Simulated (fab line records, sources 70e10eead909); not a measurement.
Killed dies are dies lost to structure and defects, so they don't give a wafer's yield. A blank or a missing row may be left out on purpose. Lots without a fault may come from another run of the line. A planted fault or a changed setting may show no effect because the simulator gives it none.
Chamber matching | flow nand_harc | NHARC_A_STAIRCASE_CMP_450 on cmp-03: 4 sister chambers
The step polishes SiO2, target thk 200 nm. 4 wafers are shown with their chamber, then 8 later ones without.

WAFERS WITH THEIR CHAMBER
wafer  | chamber | motor_current_A (A)
L081.4 | 2       | 13.7
L083.1 | 3       | 12.4
L083.4 | 1       | 10.9
L084.2 | 0       | 11.5

WAFERS WITHOUT THEIR CHAMBER
wafer  | motor_current_A (A)
L084.5 | 14.8
L084.6 | 13.2
L092.2 | 11.9
L092.4 | 11.1
L092.6 | 13.7
L096.1 | 14.4
L096.2 | 12.0
L096.3 | 11.5

WHICH CHAMBER EACH WENT THROUGH
wafer  | from the rows above          | in truth
L084.5 | 2                            | 2
L084.6 | can't be placed: 2 or 3      | 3
L092.2 | can't be placed: 0 or 3 or 1 | 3
L092.4 | can't be placed: 1 or 0      | 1
L092.6 | 2                            | 2
L096.1 | 2                            | 2
L096.2 | can't be placed: 3 or 0 or 1 | 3
L096.3 | can't be placed: 0 or 1 or 3 | 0
Placed correctly: 3 of 8. Can't be placed from these rows: 5 (the true chamber is among the candidates in 5). Placed wrongly: 0.
How it was worked out, from the rows above alone: a wafer's distance from a chamber is the root of the sum, over the readings, of the square of ((its reading less the chamber's mean) divided by the reading's scatter). The wafer belongs to the nearest chamber; if the next one is less than 2 further off, it can't be placed. A chamber's mean is the mean of its shown wafers. The scatter: with one shown wafer a chamber, the root of the mean of the squares of how far each hidden wafer lies from its nearest shown one.
